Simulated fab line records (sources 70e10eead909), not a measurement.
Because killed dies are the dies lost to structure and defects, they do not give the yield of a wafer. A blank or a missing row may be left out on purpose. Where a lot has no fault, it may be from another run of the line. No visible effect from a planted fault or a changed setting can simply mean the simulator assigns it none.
Struck lot and sound lot, side by side -- flow nand harc -- 28 out of 1302 route steps
Sound: these wafers, L606.2, L606.3, L606.6. Wafers L613.1, L613.3, L613.4 were the ones struck. Last of all comes the cause.
Per side, at each step with rows, come the tool, then ch with its chambers, and then its first start. Under that, the readings that differ: sound wafers -- struck wafers -- difference of the means -- sigmas: that difference in standard deviations of wafers without a fault.
alike: readings whose means differ by less than 2 such deviations, and words and numbers that are the same on both sides. not compared: withheld readings, readings that some wafer has no value for, bounds like >300 that may hide the same value, and numbers for which the record gives no deviation and whose values overlap.
Wherever a step has rows on one side only, a row that says differs or no value, or a row with sigmas, the two part there. Non-overlapping numbers with no deviation appear without sigmas and do not part them. A reading missing from all wafers of one side parts the sides only when that side holds two or more wafers.

NHARC_A_CHANNEL_FILL_D1_CMP_10: polishes, target thk 150 nm.
  sound on cmp-03 ch 0,3, day 11 02:59; struck on cmp-01 ch 0,1,3, day 14 10:49
reading,sound,struck,difference,sigmas
time to endpoint s (s),13.8 10.6 11.7,20.0 19.9 17.8,+7.2,+3
  alike: motor current A, slurry flow ml min
after that, 1 step had no rows for these wafers: NHARC_A_CHANNEL_FILL_D1_SRD_12.
NHARC_A_CHANNEL_FILL_D1_INSPECT_13:
  sound on defect inspect-01, day 11 03:25; struck on defect inspect-02, day 14 11:14
  alike: raw defect count
NHARC_A_DECK1_JOINT_ETCHBACK_07: etches the open film in HBr, target depth 105 nm, time 26.9 s.
  sound on rie si-01 ch 0,2,3, day 11 03:29; struck on rie si-01 ch 0,1,2, day 14 11:17
  alike: drypump motor current A, oes product au, throttle valve pct
  not compared: rf hours counter h
then, 6 steps without rows for these wafers: NHARC_A_DECK1_JOINT_ETCH_25 (etches SiO2 in dHF, target depth 0.5 nm); NHARC_A_DECK1_JOINT_ETCH_19 (etches poly-Si in TMAH, target depth 3 nm); NHARC_A_DECK1_JOINT_ETCH_18 (etches SiO2 in dHF, target depth 3 nm); NHARC_A_DECK1_JOINT_WET_08 (chemistry H3PO4, time 86 s); NHARC_A_DECK1_JOINT_ETCH_09 (etches SiO2 in dHF, target depth 5 nm); NHARC_A_DECK1_JOINT_WET_10 (chemistry H3PO4, time 86 s).
NHARC_A_DECK1_JOINT_ETCH_11: etches SiO2 in dHF, target depth 35 nm.
  sound on wet bench-09 ch 0,5,7, day 11 11:16; struck on wet bench-07 ch 2,4,5, day 14 16:07
then, 1 step without rows for these wafers: NHARC_A_DECK1_JOINT_CVD_12 (deposits poly-Si, target thk 90 nm, time 1800 s).
NHARC_A_DECK1_JOINT_CMP_13: polishes, target thk 51.023 nm.
  sound on cmp-02 ch 0,2,3, day 11 16:50; struck on cmp-03 ch 0,1,2, day 14 21:40
  alike: motor current A, slurry flow ml min, time to endpoint s
after that, 1 step had no rows for these wafers: NHARC_A_DECK1_JOINT_SRD_04.
NHARC_A_DECK1_JOINT_ETCHBACK_00: etches the open film in HBr, target depth 30 nm, time 17.4 s.
  sound on rie si-01 ch 0,2, day 11 17:11; struck on rie si-06 ch 0,1,3, day 14 22:04
reading,sound,struck,difference,sigmas
oes product au (a.u.),0.997 0.988 0.989,1.014 1.001 1.018,+0.020,+2
  alike: drypump motor current A, throttle valve pct
  not compared: rf hours counter h
then, 8 steps without rows for these wafers: NHARC_A_DECK1_JOINT_PRECLEAN_30 (cleans in SC1); NHARC_A_DECK1_JOINT_SRD_31; NHARC_A_DECK1_JOINT_CVD_34 (deposits SiNx, target thk 20 nm); NHARC_A_DECK1_JOINT_DEP_06 (deposits SiOx, target thk 80 nm); NHARC_A_DECK1_JOINT_CURE_26 (time 32 s); NHARC_A_DECK1_JOINT_ANNEAL_27 (time 3600 s); NHARC_A_DECK1_JOINT_ANNEAL_28 (time 1800 s); NHARC_A_DECK1_JOINT_ANNEAL_29 (time 1800 s).
NHARC_A_DECK1_JOINT_CMP_02: polishes SiOx.
  sound on cmp-01 ch 0,1,2, day 12 18:44; struck on cmp-02 ch 0,2,3, day 15 21:29
  alike: motor current A, slurry flow ml min
then, 2 steps without rows for these wafers: NHARC_A_DECK1_JOINT_SRD_15; NHARC_A_DECK1_JOINT_DEP_16 (deposits SiO2, target thk 45 nm).
NHARC_A_DECK1_JOINT_INSPECT_05:
  sound on defect inspect-02, day 12 19:27; struck on defect inspect-02, day 15 22:11
  alike: raw defect count
-- the record jumps here: 12 days lie between the struck wafers' starts before and after (it left off in module A_DECK1_JOINT and takes up again in module END, whose first step shown is number 1302 of the route) --
NHARC_END_SORT_01:
  the record has rows for the struck wafers here (prober-02 ch 0, day 28 02:24) and none for the sound ones

== WHERE THEY PART ==
At NHARC_A_CHANNEL_FILL_D1_CMP_10 first; at NHARC_END_SORT_01 last (within this record only).

WHY: what the simulator had put in
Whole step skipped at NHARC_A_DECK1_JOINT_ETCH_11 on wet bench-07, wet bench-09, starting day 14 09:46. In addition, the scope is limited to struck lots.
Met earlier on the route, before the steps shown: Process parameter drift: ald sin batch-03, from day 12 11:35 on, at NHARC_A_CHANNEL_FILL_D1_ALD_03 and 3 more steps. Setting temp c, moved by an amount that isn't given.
